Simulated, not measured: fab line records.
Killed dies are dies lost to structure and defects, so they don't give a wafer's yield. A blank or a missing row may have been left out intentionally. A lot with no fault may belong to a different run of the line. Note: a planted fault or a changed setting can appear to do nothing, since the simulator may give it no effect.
A struck lot beside a sound one || flow n5-finfet || 37 out of 1938 route steps
Sound: the wafers L339.3, L339.4, L339.5. Wafers L322.3, L322.4, L322.6 were the ones struck. At the end, the cause is stated.
For every step that has rows: the tool of each side, followed by ch and its chambers, followed by its first start. Under that, the readings that differ: sound wafers || struck wafers || difference of the means || sigmas: that difference in standard deviations of wafers without a fault.
alike: readings with means less than 2 such deviations apart, plus words and numbers identical on both sides. not compared: withheld readings, readings lacking a value on some wafer, bounds such as >300 that could conceal the same value, and numbers that have no deviation in the record and whose values overlap.
The two part at a step that has a row with sigmas, a row that says differs or no value, or rows on one side only. When numbers do not overlap yet have no deviation, they are printed without sigmas and do not part them. A reading missing from all wafers of one side parts the sides only when that side holds two or more wafers.

first, 12 steps without rows for these wafers: N5_GATE_CUT_HM_OPEN_40 (chemistry C4F6/O2, target SiO2, target depth 139 nm, time 85.1 s); N5_GATE_CUT_STRIP_41 (strips in CF4); N5_GATE_CUT_STRIP_42 (strips in O2); N5_GATE_CUT_ETCH_19 (etches SiNx in CH3F/O2, target depth 53.7 nm, time 76.7 s); N5_GATE_CUT_CUT_ETCH_53 (etches W in SF6/Cl2, target depth 79.2 nm); N5_GATE_CUT_CUT_ETCH_54 (etches TiN in Cl2/BCl3, target depth 96.7 nm); N5_GATE_CUT_CUT_ETCH_55 (etches HfO2 in BCl3, target depth 3.2 nm); N5_GATE_CUT_ETCH_47 (etches SiO2 in Cl2/BCl3, target depth 10 nm); N5_GATE_CUT_VAPOR_ETCH_48 (etches TiN in BCl3/Cl2); N5_GATE_CUT_VAPOR_ETCH_49 (etches TiAlC in BCl3/Cl2); N5_GATE_CUT_VAPOR_ETCH_51 (etches HfO2 in BCl3/Cl2); N5_GATE_CUT_STRIP_21 (strips in N2/H2, time 30 s).
N5_GATE_CUT_STRIP_29: strips in post etch residue remover, time 60 s.
  sound on wet-bench-06 ch 3,6,7, day 10 08:19; struck on wet-bench-03 ch 4,6,7, day 5 23:46
then, 23 steps without rows for these wafers: N5_GATE_CUT_SRD_52 (time 30 s); N5_GATE_CUT_ALD_22 (deposits SiNx, target thk 16 nm, pulse time 1 s, ald cycles 320); N5_GATE_CUT_CMP_23 (polishes, stops on SiO2, t overpolish 23.4 s, target thk 16 nm); N5_GATE_CUT_CMP_43 (polishes SiO2); N5_GATE_CUT_CMP_61 (polishes, stops on SiNx, t overpolish 3 s); N5_MOL_CONTACT_COAG_COAT_103 (time 60 s, resist thk 80 nm); N5_MOL_CONTACT_COAG_COAT_104 (time 60 s, resist thk 12 nm); N5_MOL_CONTACT_COAG_COAT_58 (time 60 s, resist thk 10 nm); N5_MOL_CONTACT_COAG_COAT_02 (resist thk 30 nm); N5_MOL_CONTACT_COAG_EBR_04; N5_MOL_CONTACT_COAG_SOFTBAKE_03 (time 60 s); N5_MOL_CONTACT_COAG_EXPOSE_05 (exposes mask CA, defocus 0 nm); N5_MOL_CONTACT_COAG_PEB_06 (peb time 60 s); N5_MOL_CONTACT_COAG_DEVELOP_07 (develop time 30 s); N5_MOL_CONTACT_COAG_DESCUM_13 (chemistry O2, time 7 s); N5_MOL_CONTACT_COAG_ETCH_59 (etches underlayer in N2/H2, target depth 13 nm, time 10.4 s); N5_MOL_CONTACT_COAG_ETCH_105 (etches SiARC in CF4, target depth 15.6 nm, time 26 s); N5_MOL_CONTACT_COAG_ETCH_106 (etches SOC in N2/H2, target depth 80 nm, overetch 16 nm, time 120 s); N5_MOL_CONTACT_COAG_STRIP_107 (strips in N2/H2); N5_MOL_CONTACT_COAG_STRIP_108 (strips in N2/H2); N5_MOL_CONTACT_COAG_CONTACT_ETCH_14 (etches SiO2 in C4F6/O2, target depth 27.5 nm, overetch 8.5 nm, time 20 s); N5_MOL_CONTACT_COAG_STRIP_109 (strips in C4F6/O2); N5_MOL_CONTACT_COAG_ETCH_15 (etches SiNx in CH3F/O2, stops on Si:P, target depth 7 nm).
-- a jump in the record: the struck wafers' starts before and after are 11 days apart (it breaks off in module MOL_CONTACT_COAG and resumes in module PASSIVATION, where the first step shown is number 1936 of the route) --
N5_PASSIVATION_PROBE_49:
  only the struck wafers here have rows in the record (prober-02, day 16 16:26); the sound ones have none

## WHERE THEY PART
At N5_PASSIVATION_PROBE_49 and nowhere else, as far as this record goes.

WHY: what had been put in by the simulator
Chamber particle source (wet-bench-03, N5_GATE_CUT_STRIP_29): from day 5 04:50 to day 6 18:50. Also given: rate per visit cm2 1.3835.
